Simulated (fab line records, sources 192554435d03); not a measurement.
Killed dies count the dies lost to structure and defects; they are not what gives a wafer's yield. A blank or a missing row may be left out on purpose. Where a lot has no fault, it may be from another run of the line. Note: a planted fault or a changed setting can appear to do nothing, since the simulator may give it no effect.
fab line records	flow n5Finfet
record lots=6	wafers=18	lastDay=17
route steps=1938 shown BEOL_M3@984 BEOL_M4@1021 PASSIVATION@1936
lots that met no fault: taken from a fault-free run of the same line
startH: the number of hours between the record's first day and the start of the first shown wafer of the lot	waitH: time in hours since the lot's previous step	" same as the row above	L1.1+2: a row that stands for several wafers	- no value, or no start given	* or withheld: withheld	< > ~ a bound
route shown NAME@n: a module of which the file shows steps, and the number in the route of the first	usual: mean and standard deviation over wafers with no fault	same: alike in all rows	chamber/n: place in a boat	sites: each site's reading	_std_site: standard deviation across them	_edge_site: the outer-site mean with the inner-site mean subtracted	radiusMm: for every site, how far away it sits from the centre of the wafer	mask NAME#n: copy n	behind: tool/chamber where the wafer was last shaped	hold: what put the lot on hold/how long, in hours/how the hold closed	device: the n, p or np transistor that did not switch	end of line: at the end of the route, the tests of the same wafers	a step given without rows: its recipe and nothing more	killed: dies lost to structure and defects at the first sort, not the wafer's yield	map: the dies of a wafer, with x for killed, . for not killed, _ for no die there
set.NAME: the setting that was run; set.NAME@STEP: the one run at that earlier step	model.NAME: the simulator's own value behind a step, which no gauge read
certain route steps with their lots: each step a table, each wafer a row
services: the hour from which a tool's chamber was out of use, counted from the record's first day as startH (under 0 if before that day), plus the number of hours and why
## steps
# step N5_BEOL_M3_HM_STRIP_39
# recipe chemistry=peroxideTinStrip	material=TiN	targetDepthA=250	tempC=50	timeS=158
# step N5_BEOL_M3_SRD_40
# recipe timeS=30	tempC=23	rinseLiquid=diw	dry=ipaMarangoni
# step N5_BEOL_M3_PRECLEAN_42
# recipe chemistry=residueRemover	timeS=60	tempC=40
# step N5_BEOL_M3_SRD_43
# recipe timeS=30	tempC=23	rinseLiquid=diw	dry=ipaMarangoni
# step N5_BEOL_M3_CD_MEAS_35
# recipe targetCdNm=18	targetCdYNm=21	polarity=opening
# usual cdNm=18.3/0.47
lot.wafer	tool	chamber	startH	waitH	cdNm
L593.1	cdSem-02	-	216.47	0.0	18.5
L593.4	"	-	"	"	18.3
L593.5	"	-	"	"	18.3
L591.2	cdSem-02	-	223.97	0.0	18.5
L591.3	"	-	"	"	17.8
L591.4	"	-	"	"	18.5
L595.2	cdSem-03	-	232.02	0.0	18.0
L595.5	"	-	"	"	18.4
L595.6	"	-	"	"	17.7
L594.4	cdSem-03	-	232.41	0.0	17.9
L594.5	"	-	"	"	17.9
L594.6	"	-	"	"	18.5
L601.3	cdSem-03	-	255.26	0.0	18.7
L601.5	"	-	"	"	18.4
L601.6	"	-	"	"	18.0
L606.2	cdSem-01	-	275.99	0.0	18.2
L606.4	"	-	"	"	18.2
L606.5	"	-	"	"	18.6
# step N5_BEOL_M3_DEGAS_44
# recipe ambient=vacuum	tempC=250	timeS=60
# step N5_BEOL_M3_PRE_CLEAN_45
# recipe gas=H2/He	timeS=30	tempC=250
# step N5_BEOL_M3_ALD_84
# recipe material=TaN	targetThkA=*	tempC=275	aldPrecursorFamily=PDMAT	aldCoReactant=NH3	pressureTorr=3	carrierFlowSccm=1500	pulseTimeS=2	purgeTimeS=3	coReactantPurgeTimeS=2	coReactantPulseTimeS=3	aldCycles=30	precursorVesselTempC=75	precursorVesselPressureTorr=26.25	precursorVesselCarrierSccm=1000
# step N5_BEOL_M3_SURFACE_TREAT_85
# recipe gas=Ar	timeS=*	ionEnergyEv=*	ionCurrentMaCm2=0.5	pressureMtorr=*	arFlowSccm=30
# step N5_BEOL_M3_CVD_47
# recipe material=Co	targetThkA=30	tempC=withheld	precursor=CCTBA/H2	pressureTorr=30	timeS=223.8
# step N5_BEOL_M3_SPUTTER_48
# recipe material=Cu	targetThkA=45	tempC=-20	chamberPressurePa=0.07	powerW=withheld	timeS=8.29
# step N5_BEOL_M3_ANNEAL_49
# recipe tempC=400	timeS=240	ambient=vacuum
# step N5_BEOL_M3_SPUTTER_79
# recipe material=Cu	targetThkA=45	tempC=-20	chamberPressurePa=0.07	powerW=withheld	timeS=8.29
# usual throttleValvePct=30.0/1.4
lot.wafer	tool	chamber	startH	waitH	throttleValvePct
L593.1	pvdSputter-01	-	217.61	0.1	30.7
L593.4	"	-	"	"	32.6
L593.5	"	-	"	"	31.0
L591.2	pvdSputter-01	-	225.79	0.1	32.7
L591.3	"	-	"	"	30.6
L591.4	"	-	"	"	28.6
L595.2	pvdSputter-01	-	233.19	0.1	28.6
L595.5	"	-	"	"	28.6
L595.6	"	-	"	"	30.7
L594.4	pvdSputter-03	-	234.98	0.1	29.1
L594.5	"	-	"	"	27.9
L594.6	"	-	"	"	29.4
L601.3	pvdSputter-03	-	256.76	0.1	27.9
L601.5	"	-	"	"	28.7
L601.6	"	-	"	"	27.9
L606.2	pvdSputter-03	-	277.23	0.1	29.0
L606.4	"	-	"	"	28.6
L606.5	"	-	"	"	28.9
# step N5_BEOL_M3_ANNEAL_80
# recipe tempC=400	timeS=240	ambient=vacuum
# step N5_BEOL_M3_SPUTTER_81
# recipe material=Cu	targetThkA=45	tempC=-20	chamberPressurePa=0.07	powerW=withheld	timeS=8.29
# step N5_BEOL_M3_ANNEAL_82
# recipe tempC=400	timeS=240	ambient=vacuum
# step N5_BEOL_M3_SPUTTER_86
# recipe material=Cu	targetThkA=45	tempC=-20	chamberPressurePa=0.07	powerW=withheld	timeS=8.29
# usual throttleValvePct=29.9/1.4
lot.wafer	tool	chamber	startH	waitH	throttleValvePct
L593.1	pvdSputter-01	-	218.05	0.1	30.5
L593.4	"	-	"	"	32.7
L593.5	"	-	"	"	31.1
L591.2	pvdSputter-01	-	226.23	0.1	33.0
L591.3	"	-	"	"	30.8
L591.4	"	-	"	"	28.7
L595.2	pvdSputter-01	-	233.63	0.1	28.5
L595.5	"	-	"	"	28.4
L595.6	"	-	"	"	30.8
L594.4	pvdSputter-03	-	235.42	0.1	29.2
L594.5	"	-	"	"	27.7
L594.6	"	-	"	"	29.6
L601.3	pvdSputter-03	-	257.20	0.1	27.6
L601.5	"	-	"	"	28.8
L601.6	"	-	"	"	27.7
L606.2	pvdSputter-03	-	277.67	0.1	29.1
L606.4	"	-	"	"	28.8
L606.5	"	-	"	"	28.8
# step N5_BEOL_M3_ANNEAL_87
# recipe tempC=400	timeS=240	ambient=vacuum
# step N5_BEOL_M3_SPUTTER_88
# recipe material=Cu	targetThkA=45	tempC=-20	chamberPressurePa=0.07	powerW=withheld	timeS=8.29
# step N5_BEOL_M3_ANNEAL_89
# recipe tempC=400	timeS=240	ambient=vacuum
# step N5_BEOL_M3_SPUTTER_90
# recipe material=Cu	targetThkA=45	tempC=-20	chamberPressurePa=0.07	powerW=withheld	timeS=8.29
# usual throttleValvePct=30.0/1.4
lot.wafer	tool	chamber	startH	waitH	throttleValvePct
L593.1	pvdSputter-01	-	218.49	0.1	30.4
L593.4	"	-	"	"	33.0
L593.5	"	-	"	"	31.0
L591.2	pvdSputter-01	-	226.67	0.1	32.7
L591.3	"	-	"	"	30.4
L591.4	"	-	"	"	28.6
L595.2	pvdSputter-01	-	234.07	0.1	28.5
L595.5	"	-	"	"	28.2
L595.6	"	-	"	"	30.7
L594.4	pvdSputter-03	-	235.86	0.1	29.5
L594.5	"	-	"	"	27.9
L594.6	"	-	"	"	29.6
L601.3	pvdSputter-03	-	257.64	0.1	28.0
L601.5	"	-	"	"	28.9
L601.6	"	-	"	"	27.8
L606.2	pvdSputter-03	-	278.11	0.1	29.1
L606.4	"	-	"	"	28.9
L606.5	"	-	"	"	28.8
# step N5_BEOL_M3_ANNEAL_91
# recipe tempC=400	timeS=240	ambient=vacuum
# usual heaterPowerW=864/88
lot.wafer	tool	chamber	startH	waitH	heaterPowerW
L593.1	pvdSputter-01	-	218.57	0.0	883
L593.4	"	-	"	"	838
L593.5	"	-	"	"	1085
L591.2	pvdSputter-01	-	226.75	0.0	842
L591.3	"	-	"	"	904
L591.4	"	-	"	"	851
L595.2	pvdSputter-01	-	234.15	0.0	860
L595.5	"	-	"	"	836
L595.6	"	-	"	"	907
L594.4	pvdSputter-03	-	235.94	0.0	880
L594.5	"	-	"	"	753
L594.6	"	-	"	"	873
L601.3	pvdSputter-03	-	257.72	0.0	760
L601.5	"	-	"	"	842
L601.6	"	-	"	"	772
L606.2	pvdSputter-03	-	278.19	0.0	910
L606.4	"	-	"	"	857
L606.5	"	-	"	"	841
# step N5_BEOL_M3_SPUTTER_92
# recipe material=Cu	targetThkA=45	tempC=-20	chamberPressurePa=0.07	powerW=withheld	timeS=8.29
# step N5_BEOL_M3_ANNEAL_93
# recipe tempC=400	timeS=240	ambient=vacuum
# step N5_BEOL_M3_SPUTTER_94
# recipe material=Cu	targetThkA=45	tempC=-20	chamberPressurePa=0.07	powerW=withheld	timeS=8.29
# step N5_BEOL_M3_ANNEAL_95
# recipe tempC=400	timeS=240	ambient=vacuum
# step N5_BEOL_M3_SPUTTER_96
# recipe material=Cu	targetThkA=45	tempC=-20	chamberPressurePa=0.07	powerW=withheld	timeS=8.29
# step N5_BEOL_M3_ECD_50
# recipe material=Cu	targetThkA=3000
# step N5_BEOL_M3_ANNEAL_51
# recipe tempC=225	timeS=90	ambient=N2
# step N5_BEOL_M3_CMP_52
# recipe stopOn=SiOC	tOverpolishS=6.8	downForcePsi=1	platenRpm=50	clearingPlatenDownForcePsi=1.5	clearingPlatenRpm=50	postCmpClean=cuAlkaline	targetThkNm=40	clearingPlatenPadVelocityMS=0.99484	padVelocityMS=0.99484
# step N5_BEOL_M3_PRE_CLEAN_60
# recipe gas=NH3/H2	timeS=15	tempC=*	rfPowerW=300
# step N5_BEOL_M3_CO_CAP_55
# recipe material=Co	targetThkA=20	tempC=200	precursor=CCTBA/H2	pressureTorr=30	timeS=102.1
# usual heaterPowerW=249/36
lot.wafer	tool	chamber	startH	waitH	heaterPowerW
L593.1	cvdCo-01	2	220.15	0.0	215
L593.4	"	0	"	"	222
L593.5	"	1	"	"	308
L591.2	cvdCo-02	1	228.62	0.0	280
L591.3	"	0	"	"	264
L591.4	"	2	"	"	209
L595.2	cvdCo-01	2	235.59	0.0	213
L595.5	"	0	"	"	212
L595.6	"	2	"	"	216
L594.4	cvdCo-01	0	237.42	0.0	229
L594.5	"	2	"	"	220
L594.6	"	1	"	"	303
L601.3	cvdCo-01	0	259.16	0.0	222
L601.5	"	1	"	"	300
L601.6	"	0	"	"	224
L606.2	cvdCo-02	1	279.64	0.0	287
L606.4	"	2	"	"	214
L606.5	"	0	"	"	263
# step N5_BEOL_M3_PRE_CLEAN_56
# recipe gas=NH3	timeS=15	tempC=withheld	rfPowerW=300
# step N5_BEOL_M3_DEP_57
# recipe material=SiCN	targetThkA=80	tempC=withheld	precursor=3MS/NH3	pressureTorr=3	rfW=202	timeS=14
# step N5_BEOL_M3_RS_MEAS_58
# recipe thkMeasGauge=four-point-probe	reads=Co_of_BEOL_M3_CO_CAP_55+Cu_of_BEOL_M3_ECD_50+Co_of_BEOL_M3_CVD_47+TaN_of_BEOL_M3_ALD_84
# usual M3_RS=0.68/0.039
lot.wafer	tool	chamber	startH	waitH	M3_RS[ohm/sq]
L593.1	filmMetro-02	-	220.33	0.0	0.67
L593.4	"	-	"	"	0.66
L593.5	"	-	"	"	0.60
L591.2	filmMetro-01	-	228.84	0.1	0.77
L591.3	"	-	"	"	0.67
L591.4	"	-	"	"	0.64
L595.2	filmMetro-01	-	235.77	0.1	0.65
L595.5	"	-	"	"	0.65
L595.6	"	-	"	"	0.64
L594.4	filmMetro-01	-	237.57	0.0	0.64
L594.5	"	-	"	"	0.69
L594.6	"	-	"	"	0.70
L601.3	filmMetro-02	-	259.35	0.1	0.70
L601.5	"	-	"	"	0.69
L601.6	"	-	"	"	0.70
L606.2	filmMetro-02	-	279.82	0.1	0.66
L606.4	"	-	"	"	0.60
L606.5	"	-	"	"	0.64
# step N5_BEOL_M4_ILD_DEP_00
# recipe material=SiOC	targetThkA=790	tempC=350	precursor=DEMS/O2	pressureTorr=5	rfW=500	timeS=15.3
# usual heaterPowerW=533/80	rfFwdPowerW=494.9/1.6	showerheadPlenumPTorr=5.693/0.015	throttleValvePct=12.1/0.79
lot.wafer	tool	chamber	startH	waitH	heaterPowerW	rfFwdPowerW	showerheadPlenumPTorr	throttleValvePct
L593.1	pecvd-01	0	220.40	0.0	526	496.9	5.718	12.7
L593.4	"	2	"	"	625	494.6	5.683	11.8
L593.5	"	0	"	"	530	496.3	5.703	12.7
L591.2	pecvd-02	1	228.90	0.0	420	495.8	5.703	12.8
L591.3	"	0	"	"	461	496.8	5.704	12.1
L591.4	"	1	"	"	436	494.7	5.697	12.7
L595.2	pecvd-04	2	235.84	0.0	627	492.7	5.684	10.9
L595.5	"	2	"	"	621	493.9	5.674	11.0
L595.6	"	1	"	"	483	497.4	5.708	12.9
L594.4	pecvd-04	2	237.65	0.1	540	494.0	5.669	11.1
L594.5	"	1	"	"	427	496.0	5.718	13.0
L594.6	"	0	"	"	604	496.4	5.669	11.7
L601.3	pecvd-01	2	259.41	0.0	651	493.7	5.691	11.6
L601.5	"	2	"	"	613	496.6	5.722	11.8
L601.6	"	0	"	"	499	495.0	5.703	12.8
L606.2	pecvd-04	2	279.88	0.0	649	494.9	5.686	11.0
L606.4	"	1	"	"	507	493.1	5.717	13.0
L606.5	"	0	"	"	601	493.5	5.671	11.5
# step N5_BEOL_M4_THK_MEAS_01
# recipe reads=SiOC_of_BEOL_M4_ILD_DEP_00
# usual M4_ILD_THK=79.4/1.4
lot.wafer	tool	chamber	startH	waitH	M4_ILD_THK[nm]
L593.1	filmMetro-02	-	220.46	0.0	78.9
L593.4	"	-	"	"	79.3
L593.5	"	-	"	"	79.2
L591.2	filmMetro-02	-	228.98	0.1	77.4
L591.3	"	-	"	"	81.7
L591.4	"	-	"	"	79.0
L595.2	filmMetro-02	-	235.90	0.1	79.4
L595.5	"	-	"	"	80.6
L595.6	"	-	"	"	80.2
L594.4	filmMetro-02	-	237.70	0.0	80.4
L594.5	"	-	"	"	79.7
L594.6	"	-	"	"	82.1
L601.3	filmMetro-01	-	259.48	0.1	76.6
L601.5	"	-	"	"	78.3
L601.6	"	-	"	"	79.3
L606.2	filmMetro-02	-	279.95	0.1	77.9
L606.4	"	-	"	"	78.1
L606.5	"	-	"	"	81.0
# step N5_BEOL_M4_PECVD_72
# recipe material=SiO2	targetThkA=160	tempC=400	precursor=TEOS/O2	pressureTorr=5.5	rfW=450	teosFlowSccm=53.8	gas=O2	flowSccm=3000	timeS=18
# step N5_BEOL_M4_HM_DEP_02
# recipe material=TiN	targetThkA=200	tempC=25	chamberPressurePa=0.49996
# step N5_BEOL_M4_COAT_61
# recipe resist=SOC	tempC=250	timeS=60	spinRpm=1500	resistThkNm=60
# step N5_PASSIVATION_PROBE_49
# usual defectLimitedYield=91.2/1.4	killed_at_M0_to_M3=34/9.3	killed_at_M4_up=14/5.9	killedAtContacts=14/5.7	killedAtFrontEnd=38/10	killedAtOther=4/3.2	killedDies=104/17	killedOpen=67/13	killedShort=33/6.9	sort_bin_4_leakage=0/3.6	sort_bin_5_function=5.2/1	sort_bin_6_memory=3.3/0.61	sort_bin_8_speed=0.3/1.8	sortNPass=1069/52	sortYieldPct=91/4.4
# same grossDies=1180	killedAtBackSide=0
lot.wafer	tool	chamber	startH	waitH	defectLimitedYield[%]	killed_at_M0_to_M3	killed_at_M4_up	killedAtContacts	killedAtFrontEnd	killedAtOther	killedDies	killedOpen	killedShort	sort_bin_4_leakage[%]	sort_bin_5_function[%]	sort_bin_6_memory[%]	sort_bin_8_speed[%]	sortNPass	sortYieldPct[%]
L593.1	prober-01	-	332.15	0.0	91.0	40	11	13	42	0	106	62	36	0	4.8	3.4	0	1074	91
L593.4	prober-01	-	332.30	0.2	92.5	36	10	17	25	1	89	57	29	0	4.4	2.9	0	1091	92
L593.5	prober-01	-	332.35	0.2	92.5	26	18	14	28	3	89	51	33	0	4.6	2.7	0	1091	92
L591.2	prober-02	-	349.79	0.8	90.7	32	20	11	44	3	110	65	44	0	5.0	4.0	0	1070	91
L591.3	prober-02	-	349.84	0.9	89.2	42	11	16	58	0	127	92	31	0	6.4	4.2	0	1053	89
L591.4	prober-02	-	349.89	0.9	90.0	33	11	29	38	7	118	77	38	0	6.6	3.2	0	1062	90
L595.2	prober-02	-	354.84	0.1	90.8	17	24	22	42	3	108	73	31	0	4.9	3.8	0	1072	91
L595.5	prober-02	-	354.99	0.2	91.3	23	19	11	45	5	103	72	24	1	4.8	3.6	0	1071	91
L595.6	prober-02	-	355.04	0.3	92.5	18	17	13	38	2	88	57	29	0	3.8	3.5	0	1092	93
L594.4	prober-01	-	363.36	0.2	89.5	44	16	13	45	6	124	83	29	0	5.9	3.9	0	1056	89
L594.5	prober-01	-	363.41	0.2	91.6	32	13	18	36	0	99	66	24	0	4.6	3.7	0	1081	92
L594.6	prober-01	-	363.46	0.3	88.7	33	30	21	43	6	133	93	32	0	7.0	4.1	0	1047	89
L601.3	prober-01	-	380.80	0.1	79.3	169	8	24	35	8	244	71	35	0	12.7	3.6	0	936	79
L601.5	prober-01	-	380.90	0.2	79.0	197	5	14	28	4	248	49	34	0	12.8	4.0	1.5	914	77
L601.6	prober-01	-	380.95	0.3	79.3	179	6	21	34	4	244	80	25	0	12.6	4.2	0	936	79
L606.2	prober-01	-	408.73	0.1	77.5	183	10	29	42	2	266	54	33	0	15.5	3.8	0	914	77
L606.4	prober-01	-	408.83	0.2	77.5	204	11	8	39	4	266	62	43	0	12.8	5.4	0	914	77
L606.5	prober-01	-	408.88	0.2	78.9	182	8	16	36	7	249	50	31	0	12.2	4.2	0	931	79
# killed by level:class
L593.1 STI_FIN_REVEAL:geometricParticle:open=15 BEOL_M0_SAQP:geometricParticle:open=10 MOL_CONTACT_COAG:geometricParticle:open=8 STI_FIN_REVEAL:geometricParticle:short=5 BEOL_M0_SAQP:geometricParticle:short=5 BEOL_M3:geometricParticle:open=5 FIN_SAQP:geometricParticle:short=4 ILD0:geometricParticle:short=4
L593.4 MOL_CONTACT_COAG:geometricParticle:open=14 STI_FIN_REVEAL:geometricParticle:open=6 BEOL_M2:geometricParticle:open=6 BEOL_M3:geometricParticle:open=6 STARTING-WAFER:geometricParticle:short=6 BEOL_M0_SAQP:geometricParticle:open=5 BEOL_M3:geometricParticle:short=5 DUMMY_GATE:geometricParticle:open=4
L593.5 MOL_CONTACT_COAG:geometricParticle:open=11 STI_FIN_REVEAL:geometricParticle:open=6 BEOL_M6:geometricParticle:open=6 BEOL_M0_SAQP:geometricParticle:short=5 GATE_CUT:geometricParticle:short=4 BEOL_M5:geometricParticle:open=4 BEOL_M0_SAQP:geometricParticle:open=4 BEOL_M1:geometricParticle:short=4
L591.2 FIN_SAQP:geometricParticle:short=12 FIN_SAQP:geometricParticle:open=11 BEOL_M0_SAQP:geometricParticle:short=9 BEOL_M4:geometricParticle:open=7 MOL_CONTACT_COAG:geometricParticle:open=6 MOL_CONTACT_COAG:geometricParticle:short=5 BEOL_M0:geometricParticle:open=5 BEOL_M2:geometricParticle:open=5
L591.3 FIN_SAQP:geometricParticle:open=23 MOL_CONTACT_COAG:geometricParticle:open=15 BEOL_M0_SAQP:geometricParticle:open=12 FIN_SAQP:geometricParticle:short=10 STI_FIN_REVEAL:geometricParticle:open=7 BEOL_M3:geometricParticle:open=7 BEOL_M0_SAQP:geometricParticle:short=6 BEOL_M0:geometricParticle:open=5
L591.4 MOL_CONTACT_COAG:geometricParticle:open=28 BEOL_M0_SAQP:geometricParticle:short=14 FIN_SAQP:geometricParticle:open=12 BEOL_M0_SAQP:geometricParticle:open=6 FIN_SAQP:geometricParticle:short=5 DUMMY_GATE:geometricParticle:open=4 STARTING-WAFER:geometricParticle:short=4 ILD0:geometricParticle:short=3
L595.2 MOL_CONTACT_COAG:geometricParticle:open=19 FIN_SAQP:geometricParticle:short=14 FIN_SAQP:geometricParticle:open=11 BEOL_M5:geometricParticle:open=6 GATE_CUT:geometricParticle:short=5 BEOL_M1:geometricParticle:open=5 DUMMY_GATE:geometricParticle:open=4 BEOL_M7:geometricParticle:open=4
L595.5 MOL_CONTACT_COAG:geometricParticle:open=11 STI_FIN_REVEAL:geometricParticle:open=9 FIN_SAQP:geometricParticle:open=8 BEOL_M1:geometricParticle:open=8 BEOL_M2:geometricParticle:open=7 FIN_SAQP:geometricParticle:short=6 STI_FIN_REVEAL:geometricParticle:short=4 DUMMY_GATE:geometricParticle:open=4
L595.6 STI_FIN_REVEAL:geometricParticle:open=15 MOL_CONTACT_COAG:geometricParticle:open=11 GATE_CUT:geometricParticle:short=5 STI_FIN_REVEAL:geometricParticle:short=4 BEOL_M0_SAQP:geometricParticle:open=4 BEOL_M5:geometricParticle:short=4 FIN_SAQP:geometricParticle:short=3 BEOL_M1:geometricParticle:open=3
L594.4 BEOL_M2:geometricParticle:open=15 BEOL_M3:geometricParticle:open=11 MOL_CONTACT_COAG:geometricParticle:open=10 FIN_SAQP:geometricParticle:open=8 BEOL_M4:geometricParticle:open=8 STI_FIN_REVEAL:geometricParticle:open=7 FIN_SAQP:geometricParticle:short=5 BEOL_M1:geometricParticle:open=5
L594.5 MOL_CONTACT_COAG:geometricParticle:open=11 BEOL_M2:geometricParticle:open=11 FIN_SAQP:geometricParticle:open=8 BEOL_M0_SAQP:geometricParticle:open=6 STI_FIN_REVEAL:geometricParticle:open=5 STARTING-WAFER:geometricParticle:open=5 FIN_SAQP:geometricParticle:short=4 GATE_CUT:geometricParticle:short=4
L594.6 MOL_CONTACT_COAG:geometricParticle:open=16 BEOL_M4:geometricParticle:open=16 FIN_SAQP:geometricParticle:open=9 STI_FIN_REVEAL:geometricParticle:open=9 BEOL_M0_SAQP:geometricParticle:open=9 BEOL_M2:geometricParticle:open=6 BEOL_M3:geometricParticle:short=6 GATE_CUT:geometricParticle:short=4
L601.3 BEOL_M3:unspecified=129 MOL_CONTACT_COAG:geometricParticle:open=19 BEOL_M3:geometricParticle:open=14 FIN_SAQP:geometricParticle:open=6 STI_FIN_REVEAL:geometricParticle:open=6 BEOL_M2:geometricParticle:open=6 BEOL_M3:geometricParticle:short=6 GATE_CUT:geometricParticle:short=5
L601.5 BEOL_M3:unspecified=161 MOL_CONTACT_COAG:geometricParticle:open=11 BEOL_M2:geometricParticle:open=8 BEOL_M0_SAQP:geometricParticle:short=7 FIN_SAQP:geometricParticle:short=6 BEOL_M3:geometricParticle:open=6 DUMMY_GATE:geometricParticle:open=4 GATE_CUT:geometricParticle:short=4
L601.6 BEOL_M3:unspecified=135 MOL_CONTACT_COAG:geometricParticle:open=18 BEOL_M3:geometricParticle:open=12 BEOL_M1:geometricParticle:open=9 DUMMY_GATE:geometricParticle:open=8 FIN_SAQP:geometricParticle:open=7 STI_FIN_REVEAL:geometricParticle:open=6 BEOL_M0_SAQP:geometricParticle:short=6
L606.2 BEOL_M3:unspecified=151 MOL_CONTACT_COAG:areaEtch=22 BEOL_M3:geometricParticle:open=15 GATE_CUT:geometricParticle:short=8 GATE_CUT:geometricParticle:open=7 FIN_SAQP:geometricParticle:open=5 STI_FIN_REVEAL:geometricParticle:open=5 BEOL_M0_SAQP:geometricParticle:open=5
L606.4 BEOL_M3:unspecified=156 BEOL_M0_SAQP:geometricParticle:short=19 BEOL_M0_SAQP:geometricParticle:open=11 BEOL_M3:geometricParticle:open=10 DUMMY_GATE:geometricParticle:open=9 FIN_SAQP:geometricParticle:open=5 MOL_CONTACT_COAG:geometricParticle:open=5 FIN_SAQP:geometricParticle:short=4
L606.5 BEOL_M3:unspecified=162 MOL_CONTACT_COAG:geometricParticle:open=15 BEOL_M0_SAQP:geometricParticle:short=9 STI_FIN_REVEAL:geometricParticle:open=6 BEOL_M0_SAQP:geometricParticle:open=4 BEOL_M5:geometricParticle:open=4 STARTING-WAFER:geometricParticle:short=4 STARTING-WAFER:geometricParticle:open=4
# map L601.5 (x killed, . not)
_________________............________________
______________.................._____________
___________.......................x__________
__________x..x.............xx......._________
________.............................._______
_______....x...........................______
______..............x....x.........x...._____
_____..x.x............x.x...............x____
____......................................___
___.x.......x........xx.................x..__
___.x..........x........x.......x..........__
__...........x.....x...............x...x...._
__............x.....x......x.........x..x..._
_......................x...x.xx.xx...........
_.....................x....xxx.xx.xxx..x.....
_........................xxxxxxxxxx.x..x.....
_x.....................xx.xxxxxxxxxxxx....x..
_.........x..........x....xxxxxxxxxxxx.x.....
_x...x.x....xx....x.....xxxxxxxxxxxxxxxx...x.
_..x....x.............x.xxxxxxxxxxxxxx.x....x
_.....x..................xxxxxxxxxxxxxx.....x
__......xx..........xx.xxxxxxxxxxxxxxxxx..x._
__....x..x.....x........xxxxxxxxxxxxxxx.x..._
___......xx...............xxxxxxxxxxxx.x...__
___x....x........x.......x.xx.xxxxxxxx.....__
____...x.......x...............x.xxx......___
_____..x...............x....xxxxx........____
______..............x...........x......._____
_______.x...x.....x.....x..............______
________.............................._______
__________...x........x...........x._________
___________...x..........x........x__________
______________........x...x....._____________
_________________......xx....________________
# map L606.2 (x killed, . not)
_________________........x...________________
______________xx................_____________
___________...........x...x.x......__________
__________x........x.....x.........._________
________x..xx......x................x._______
_______................................______
______..x..................x.....x..x..._____
_____x..x.......x........................____
____........x........xx..........x......x.___
___........x........x......................__
___...........x............x.......x....x..__
__.....x.............x.x...xx....x.........x_
__..x..............x.x..........x.........x._
_...........x......................x...x.....
_x........x.x....x.......x........x..........
_.....xxxxxxxxxx..........x.............x.x..
_....xxxxxxxxx.x...............xx.x.......x..
_.xxxxxxxxxxxxxx......................x....x.
_xxxxxxxxxxxxxxxx................x.x.........
_.xxxxxxxxxxxxxxx.....x......................
_xxxxxxxxxxxxxxxxx...............x........x..
__.x.xxxxxxxxxxxxx.......x..x..............._
__.xxxxxxxxxxxxxx.......x..........x........_
___xxxxxxxxxxxxx..x.x....x....x.x..........__
___xxxxxxxxxxxxx.............x....x...x....__
____.xxxxxxxxxxx..........................___
_____.x..xxx..x...x......x......x....x...____
______xx.x.xxx.x.............x.....x..x._____
_______.x.xx......x.........x......x...______
________...............x............xx_______
__________.x.................x......_________
___________.x...x..xx.........x.x..__________
______________.........xx......._____________
_________________.x......x...________________
## services
tool	chamber	startH	hours	kind
pecvd-02	2	196.28	4.4	repair
pecvd-02	2	202.38	-	clean
pecvd-02	2	202.38	-	consumableReplace:showerhead
pecvd-02	2	202.38	29.0	scheduledDown
pecvd-02	2	202.38	29.0	ventCycle
pecvd-02	-	243.26	0.3	repair
pecvd-04	2	262.03	15.0	repair
pecvd-04	-	269.34	2.8	pm
## key
firstSign step=N5_PASSIVATION_PROBE_49	reading=killed_at_M0_to_M3	direction=up	sigmas=16	usual=34	struck=186
effect step=N5_PASSIVATION_PROBE_49	reading=defectLimitedYield	direction=down	sigmas=8.8	usual=91.2	struck=78.6
moreKillsBornAt N5_BEOL_M3_SPUTTER_79@pvdSputter-03=894
metAt N5_BEOL_M3_SPUTTER_79
struckWafers L601.3,L601.5,L601.6,L606.2,L606.4,L606.5
baselineLoss step=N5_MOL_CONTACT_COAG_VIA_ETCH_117	wafers=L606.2
onsetBetween 234.98 256.76
alsoFits time
fault kind=chamberParticleSource	tool=pvdSputter-03	chamber=-	onsetH=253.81	steps=N5_BEOL_M3_SPUTTER_79	ratePerVisitCm2=2.1872	endH=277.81
# baselineLoss: these wafers lose ten dies or more at that step, a loss of the line's own and not of a fault; the sort's usual values leave them out
